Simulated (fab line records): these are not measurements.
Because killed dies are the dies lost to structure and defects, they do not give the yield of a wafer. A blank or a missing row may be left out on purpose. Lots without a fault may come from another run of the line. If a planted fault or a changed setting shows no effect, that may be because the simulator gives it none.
The same fault as seen by 3 desks :: flow nandHarc :: numbers are kept per desk, each desk with only its own; the story behind them comes last

## AT THE METROLOGY DESK
What the gauges read for every lot (on any tool): the sampled wafers with a number, averaged. A lot is out of limits, marked OUT, if its mean lies more than 4 standard deviations from the usual mean; the brackets give that distance.
Columns: A = cdNm at NHARC_P_STI_CD_MEAS_09, usual 200.9 nm; B = overlayXNm at NHARC_P_STI_OVL_MEAS_10, usual -2 nm; C = overlayYNm at NHARC_P_STI_OVL_MEAS_10, usual 2 nm
lot: L965
first seen here: day 2 21:20
A: 200.7
B: -3
C: -2

lot: L977
first seen here: day 6 02:31
A: 200.5
B: 3
C: -4

lot: L984
first seen here: day 7 13:43
A: 201.0
B: -4
C: -4

lot: L983
first seen here: day 7 13:53
A: 198.8
B: -5
C: -5

lot: L985
first seen here: day 7 22:55
A: 203.1
B: -11
C: -7

lot: L986
first seen here: day 8 06:24
A: 202.5
B: 1
C: 7
Result from this desk: across the 6 lots, nothing is out of limits.

## DESK OF THE TOOL OWNER: rieDiel-13
The tool's own readings at NHARC_P_STI_ETCH_42 (etches the open film in N2/H2, target depth 80 nm, overetch 24 nm, time 61 s): means of the sampled wafers that have a number, for each lot that ran on this tool. A lot is out of limits, marked OUT, if its mean lies more than 4 standard deviations from the usual mean; the brackets give that distance. Readings shown: 7 out of 8 (the first out of limits, and those lying furthest out on some lot).
Columns: A = drypumpMotorCurrentA at NHARC_P_STI_ETCH_42, usual 5.8 A; B = mfcArSccm at NHARC_P_STI_ETCH_42, usual 0.007 sccm; C = oesProductAu at NHARC_P_STI_ETCH_42, usual 1.003 a.u.; D = rfFwdPowerW at NHARC_P_STI_ETCH_42, usual 396.7 W; E = rfVppV at NHARC_P_STI_ETCH_42, usual 430.8 V; F = showerheadPlenumPTorr at NHARC_P_STI_ETCH_42, usual 2.05 Torr; G = throttleValvePct at NHARC_P_STI_ETCH_42, usual 14.172 %
lot: L977
first seen here: day 6 02:52
A: 5.9
B: 0.006
C: 0.999
D: 396.4
E: 431.2
F: 2.06
G: 14.168

lot: L984
first seen here: day 7 14:05
A: 5.8
B: 0.000
C: 0.833 (-21) OUT
D: 398.5
E: 435.3
F: 2.19
G: 14.156

lot: L983
first seen here: day 7 14:14
A: 6.0
B: 0.006
C: 0.882 (-15) OUT
D: 396.6
E: 433.0
F: 2.14
G: 14.169
Finding of this desk: L983, L984 out of limits; the first was L984 at day 7 14:05, on oesProductAu at NHARC_P_STI_ETCH_42. L977: within limits.

## THE DEFECT DESK
For each lot, the counts of the inspections along the route, averaged over the sampled wafers that have a number. A lot is out of limits, marked OUT, if its mean lies more than 4 standard deviations from the usual mean; the brackets give that distance.
Columns: A = rawDefectCount at NHARC_P_STI_INSPECT_11, usual 5.3
lot: L965
first seen here: day 2 21:27
A: 1.7

lot: L977
first seen here: day 6 02:38
A: 7.0

lot: L984
first seen here: day 7 13:50
A: 8.0

lot: L983
first seen here: day 7 14:00
A: 5.0

lot: L985
first seen here: day 7 23:02
A: 3.7

lot: L986
first seen here: day 8 06:32
A: 4.7
Result from this desk: across the 6 lots, nothing is out of limits.

## BROUGHT TOGETHER
The tool owner's desk had the chance to raise an alarm at day 7 14:05 on L983, L984.
Nothing out of limits was seen by the metrology desk.
Nothing the defect desk looked at was out of limits.
The metrology desk has L983, L984 on record, within its limits.
The defect desk has L983, L984 on record, within its limits.
All the named lots went through NHARC_P_STI_ETCH_42 on rieDiel-13.

## WHAT HAD BEEN PUT IN BY THE SIMULATOR
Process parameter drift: rieDiel-13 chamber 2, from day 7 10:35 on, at NHARC_P_STI_ETCH_42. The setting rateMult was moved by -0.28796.
Shown lots that were struck: L983, L984.
Each desk's first reading out of limits, in hours after the fault started: the tool owner's desk, 4.
